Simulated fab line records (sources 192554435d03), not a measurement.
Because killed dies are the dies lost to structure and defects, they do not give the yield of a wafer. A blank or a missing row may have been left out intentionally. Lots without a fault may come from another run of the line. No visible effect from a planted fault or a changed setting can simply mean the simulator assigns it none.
fab line records    flow n5-finfet
record: lots: 14  wafers: 42  last-day: 18
route steps=1938 shown BEOL_M5@1187 BEOL_M6@1204
lots that met no fault: taken from a fault-free run of the same line
start-h: hours from the record's opening day to when the first of the lot's shown wafers began    wait-h: how many hours have passed since the lot's step before this one    " unchanged from the row above    L1.1+2: one row covering several wafers at once    - no value present, or no start provided    * or withheld: withheld    < > ~ a bound
route shown NAME@n: NAME is a module with steps in the file, n the number in the route of the first one    usual: mean/standard deviation of fault-free wafers    same: alike in all rows    chamber/n: place in a boat    sites: readings site by site    _std_site: standard deviation across them    _edge_site: inner sites' mean taken away from outer sites' mean    radius-mm: for every site, how far away it sits from the centre of the wafer    mask NAME#n: copy n    behind: the tool/chamber that last shaped the wafer    hold: why the lot went on hold/how many hours it stayed there/how the hold came to an end    device: whichever transistor did not switch (one of n, p or np)    end of line: the same wafers' tests at the end of the route    where a step has no rows: the recipe by itself    killed: not the wafer's yield, but the dies lost to structure and defects at the first sort    map: dies across one wafer; x = killed, . = not, _ = none there
set.NAME: the setting as run; set.NAME@STEP: as run at that earlier step    model.NAME: the simulator's own value behind a step, which no gauge read
a sample of lots followed through the steps of the route, with each step as a table and each wafer as a row
services: when a tool's chamber went out of use (start-h, in hours from the record's first day, below 0 if earlier), for how many hours, and the reason
== steps ==
step: N5_BEOL_M5_THK_MEAS_53
recipe: thk-meas-gauge: xrf  reads: Cu_of_BEOL_M5_ECD_50
usual: M5_THK: 62.9/1.8
lot.wafer  tool           chamber  start-h  wait-h  M5_THK[nm]
L495.2     film-metro-02  -        171.52   -       60.7
L495.4     "              -        "        "       64.5
L495.6     "              -        "        "       62.5
L494.3     film-metro-01  -        173.14   -       60.6
L494.5     "              -        "        "       62.6
L494.6     "              -        "        "       63.2
L496.1     film-metro-01  -        191.77   -       61.7
L496.4     "              -        "        "       60.5
L496.5     "              -        "        "       63.0
L497.1     film-metro-01  -        197.04   -       62.0
L497.4     "              -        "        "       64.8
L497.6     "              -        "        "       61.0
L498.1     film-metro-02  -        199.09   -       57.4
L498.5     "              -        "        "       62.1
L498.6     "              -        "        "       63.1
L499.1     film-metro-01  -        204.64   -       60.7
L499.2     "              -        "        "       61.2
L499.3     "              -        "        "       64.3
L500.1     film-metro-02  -        214.05   -       63.0
L500.3     "              -        "        "       64.6
L500.6     "              -        "        "       62.3
L503.2     film-metro-02  -        229.75   -       62.9
L503.4     "              -        "        "       63.9
L503.6     "              -        "        "       61.8
L506.2     film-metro-01  -        248.44   -       64.3
L506.3     "              -        "        "       63.8
L506.5     "              -        "        "       63.0
L505.1     film-metro-02  -        253.10   -       63.1
L505.2     "              -        "        "       63.4
L505.5     "              -        "        "       65.4
L514.2     film-metro-01  -        309.86   -       64.9
L514.4     "              -        "        "       62.4
L514.5     "              -        "        "       62.3
L515.3     film-metro-02  -        319.03   -       58.4
L515.5     "              -        "        "       63.7
L515.6     "              -        "        "       60.8
L516.1     film-metro-01  -        330.87   -       62.1
L516.4     "              -        "        "       59.8
L516.5     "              -        "        "       61.8
L517.1     film-metro-01  -        340.36   -       63.9
L517.5     "              -        "        "       63.8
L517.6     "              -        "        "       63.5
step: N5_BEOL_M5_DEP_56
recipe: material: SiCN  target-thk-a: 80  temp-c: withheld  precursor: 3MS/NH3  pressure-torr: 3  rf-w: 202  time-s: 14
usual: chamber-pressure-Torr: 3.000/0.0069  showerhead-plenum-p-Torr: 3.665/0.0096  throttle-valve-pct: 9.1/0.64
lot.wafer  tool      chamber  start-h  wait-h  chamber-pressure-Torr  showerhead-plenum-p-Torr  throttle-valve-pct
L495.2     pecvd-02  0        171.85   0.0     2.997                  3.668                     9.1
L495.4     "         1        "        "       2.989                  3.649                     8.9
L495.6     "         0        "        "       2.992                  3.675                     9.2
L494.3     pecvd-02  0        173.33   0.0     3.001                  3.678                     9.3
L494.5     "         1        "        "       3.004                  3.651                     9.1
L494.6     "         2        "        "       2.999                  3.677                     9.1
L496.1     pecvd-03  2        192.02   0.0     3.000                  3.667                     9.1
L496.4     "         2        "        "       2.995                  3.667                     9.0
L496.5     "         1        "        "       3.002                  3.663                     8.6
L497.1     pecvd-03  0        197.29   0.0     2.990                  3.672                     9.1
L497.4     "         2        "        "       3.021                  3.678                     9.1
L497.6     "         0        "        "       2.994                  3.671                     9.6
L498.1     pecvd-04  2        199.28   0.0     3.005                  3.660                     8.5
L498.5     "         2        "        "       3.004                  3.655                     8.4
L498.6     "         1        "        "       3.008                  3.666                     8.5
L499.1     pecvd-04  0        204.83   0.0     3.005                  3.657                     10.4
L499.2     "         1        "        "       2.995                  3.663                     8.5
L499.3     "         2        "        "       3.010                  3.658                     8.4
L500.1     pecvd-02  0        214.25   0.0     2.997                  3.671                     9.5
L500.3     "         1        "        "       3.009                  3.652                     8.6
L500.6     "         1        "        "       3.015                  3.655                     8.9
L503.2     pecvd-03  1        229.95   0.0     3.006                  3.671                     8.9
L503.4     "         1        "        "       3.001                  3.660                     8.7
L503.6     "         0        "        "       3.001                  3.678                     9.3
L506.2     pecvd-02  0        248.63   0.0     3.001                  3.677                     9.3
L506.3     "         2        "        "       2.994                  3.674                     8.3
L506.5     "         2        "        "       2.991                  3.675                     8.5
L505.1     pecvd-03  2        253.35   0.0     2.995                  3.676                     9.0
L505.2     "         1        "        "       2.992                  3.665                     8.7
L505.5     "         1        "        "       3.003                  3.666                     8.7
L514.2     pecvd-02  0        310.07   0.0     3.004                  3.685                     9.6
L514.4     "         1        "        "       2.997                  3.652                     8.9
L514.5     "         0        "        "       2.998                  3.685                     9.6
L515.3     pecvd-03  0        319.23   0.0     2.990                  3.686                     9.4
L515.5     "         2        "        "       3.002                  3.669                     9.1
L515.6     "         1        "        "       2.999                  3.664                     8.8
L516.1     pecvd-04  0        331.06   0.0     3.013                  3.656                     10.4
L516.4     "         1        "        "       2.999                  3.664                     8.8
L516.5     "         0        "        "       3.002                  3.648                     10.1
L517.1     pecvd-02  1        340.56   0.0     3.007                  3.651                     9.1
L517.5     "         0        "        "       3.010                  3.674                     9.6
L517.6     "         1        "        "       2.999                  3.652                     9.2
step: N5_BEOL_M5_RS_MEAS_57
recipe: thk-meas-gauge: four-point-probe  reads: Co_of_BEOL_M5_CO_CAP_78+Cu_of_BEOL_M5_ECD_50+Co_of_BEOL_M5_CVD_47+TaN_of_BEOL_M5_ALD_86
usual: M5_RS: 0.386/0.013
lot.wafer  tool           chamber  start-h  wait-h  M5_RS[ohm/sq]
L495.2     film-metro-01  -        171.92   0.1     0.397
L495.4     "              -        "        "       0.372
L495.6     "              -        "        "       0.389
L494.3     film-metro-02  -        173.40   0.1     0.399
L494.5     "              -        "        "       0.387
L494.6     "              -        "        "       0.381
L496.1     film-metro-02  -        192.08   0.0     0.393
L496.4     "              -        "        "       0.405
L496.5     "              -        "        "       0.386
L497.1     film-metro-01  -        197.36   0.0     0.394
L497.4     "              -        "        "       0.370
L497.6     "              -        "        "       0.400
L498.1     film-metro-02  -        199.35   0.0     0.431
L498.5     "              -        "        "       0.391
L498.6     "              -        "        "       0.385
L499.1     film-metro-02  -        204.90   0.0     0.400
L499.2     "              -        "        "       0.398
L499.3     "              -        "        "       0.376
L500.1     film-metro-01  -        214.34   0.1     0.381
L500.3     "              -        "        "       0.373
L500.6     "              -        "        "       0.390
L503.2     film-metro-02  -        230.02   0.1     0.387
L503.4     "              -        "        "       0.379
L503.6     "              -        "        "       0.396
L506.2     film-metro-01  -        248.70   0.1     0.379
L506.3     "              -        "        "       0.383
L506.5     "              -        "        "       0.387
L505.1     film-metro-02  -        253.41   0.0     0.380
L505.2     "              -        "        "       0.378
L505.5     "              -        "        "       0.367
L514.2     film-metro-02  -        310.13   0.1     0.375
L514.4     "              -        "        "       0.392
L514.5     "              -        "        "       0.395
L515.3     film-metro-02  -        319.30   0.1     0.421
L515.5     "              -        "        "       0.375
L515.6     "              -        "        "       0.399
L516.1     film-metro-02  -        331.13   0.0     0.389
L516.4     "              -        "        "       0.407
L516.5     "              -        "        "       0.392
L517.1     film-metro-02  -        340.63   0.0     0.381
L517.5     "              -        "        "       0.382
L517.6     "              -        "        "       0.384
step: N5_BEOL_M6_EXPOSE_08
recipe: mask-id: M6  na: 1.35  source-shape: dipole  sigma-inner: 0.817  sigma-outer: 0.97  polarization: te  dose-mj: 68.25
usual: dipole-opening-deg: 35/0  exposure-dose-mJ-cm2: 68.21/0.061
lot.wafer  tool             chamber  start-h  wait-h  mask  dipole-opening-deg  exposure-dose-mJ-cm2
L495.2     arfi-scanner-03  0        174.05   -       M6#0  35                  68.31
L495.4     "                0        "        "       M6#0  35                  68.31
L495.6     "                0        "        "       M6#0  35                  68.27
L494.3     arfi-scanner-03  0        174.71   -       M6#0  35                  68.20
L494.5     "                0        "        "       M6#0  35                  68.17
L494.6     "                0        "        "       M6#0  35                  68.22
L496.1     arfi-scanner-01  0        194.03   -       M6#0  35                  68.18
L496.4     "                0        "        "       M6#0  35                  68.20
L496.5     "                0        "        "       M6#0  35                  68.20
L497.1     arfi-scanner-01  0        199.37   -       M6#0  35                  68.18
L497.4     "                0        "        "       M6#0  35                  68.16
L497.6     "                0        "        "       M6#0  35                  68.25
L498.1     arfi-scanner-01  0        200.37   -       M6#0  35                  68.12
L498.5     "                0        "        "       M6#0  35                  68.22
L498.6     "                0        "        "       M6#0  35                  68.17
L499.1     arfi-scanner-03  0        206.23   -       M6#0  35                  68.23
L499.2     "                0        "        "       M6#0  35                  68.24
L499.3     "                0        "        "       M6#0  35                  68.15
L500.1     arfi-scanner-03  0        215.34   -       M6#0  35                  68.19
L500.3     "                0        "        "       M6#0  35                  68.16
L500.6     "                0        "        "       M6#0  35                  68.17
L503.2     arfi-scanner-02  0        231.69   -       M6#0  35                  68.15
L503.4     "                0        "        "       M6#0  35                  68.20
L503.6     "                0        "        "       M6#0  35                  68.17
L506.2     arfi-scanner-02  0        251.20   -       M6#0  35                  68.28
L506.3     "                0        "        "       M6#0  35                  68.21
L506.5     "                0        "        "       M6#0  35                  68.32
L505.1     arfi-scanner-03  0        255.88   -       M6#0  35                  68.23
L505.2     "                0        "        "       M6#0  35                  68.20
L505.5     "                0        "        "       M6#0  35                  68.30
L514.2     arfi-scanner-02  -        312.72   -       M6#0  -                   -
L514.4     "                -        "        "       M6#0  -                   -
L514.5     "                -        "        "       M6#0  -                   -
L515.3     arfi-scanner-01  -        321.53   -       M6#0  -                   -
L515.5     "                -        "        "       M6#0  -                   -
L515.6     "                -        "        "       M6#0  -                   -
L516.1     arfi-scanner-02  0        333.22   -       M6#0  35                  68.20
L516.4     "                0        "        "       M6#0  35                  68.26
L516.5     "                0        "        "       M6#0  35                  68.10
L517.1     arfi-scanner-02  0        342.16   -       M6#0  35                  68.18
L517.5     "                0        "        "       M6#0  35                  68.12
L517.6     "                0        "        "       M6#0  35                  68.05
== services ==
tool             chamber  start-h  hours  kind
arfi-scanner-02  -        149.73   0.3    repair
arfi-scanner-03  -        150.81   1.0    pm
arfi-scanner-03  -        156.87   0.3    repair
arfi-scanner-01  -        165.89   0.8    pm
arfi-scanner-02  -        180.24   1.3    pm
pecvd-02         -        183.88   14.6   pm
arfi-scanner-03  -        186.93   1.3    pm
arfi-scanner-03  -        192.61   3.1    pm
arfi-scanner-02  -        194.77   4.9    pm
arfi-scanner-01  -        203.46   4.9    pm
arfi-scanner-03  -        216.87   0.8    pm
arfi-scanner-02  -        229.92   1.0    pm
arfi-scanner-01  -        233.34   85.2   repair
arfi-scanner-02  -        245.71   0.2    repair
pecvd-02         -        271.91   2.8    pm
arfi-scanner-03  -        274.95   0.5    repair
pecvd-03         -        275.45   6.0    pm
arfi-scanner-02  -        282.47   3.9    pm
arfi-scanner-02  -        305.72   1.3    pm
arfi-scanner-03  -        312.43   1.3    pm
arfi-scanner-03  -        316.70   1.0    pm
arfi-scanner-01  -        318.57   1.3    pm
arfi-scanner-03  -        319.18   1.0    pm
arfi-scanner-02  -        329.26   0.4    repair
== key ==
first-sign: step: N5_BEOL_M6_EXPOSE_08  reading: tool-record  direction: missing
effect none on later readings
met-at N5_BEOL_M6_EXPOSE_08
struck-lots L514,L515
later-rows-left-out L514.2,L514.4,L514.5,L515.3,L515.5,L515.6
sort-left-out L514.2,L514.4,L514.5,L515.3,L515.5,L515.6
not-acting-at N5_BEOL_M5_THK_MEAS_53,N5_BEOL_M5_DEP_56,N5_BEOL_M5_RS_MEAS_57
onset-between 251.20 312.72
earlier-fault: kind: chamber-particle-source  tool: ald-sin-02  chamber: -  onset-h: 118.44  steps: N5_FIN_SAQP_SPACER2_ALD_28  rate-per-visit-cm2: 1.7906  end-h: 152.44
fault: kind: skipped-step-whole  tool: arfi-scanner-01,arfi-scanner-02  chamber: -  onset-h: 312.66  steps: N5_BEOL_M6_EXPOSE_08  scope: struck-lots-only
sort-left-out: the simulated sort isn't trusted on such a fault, so these wafers' sort isn't shown, and their yield isn't known
later-rows-left-out: the simulator's readings of these wafers behind a module that went badly wrong aren't trusted and aren't shown, but for the sort
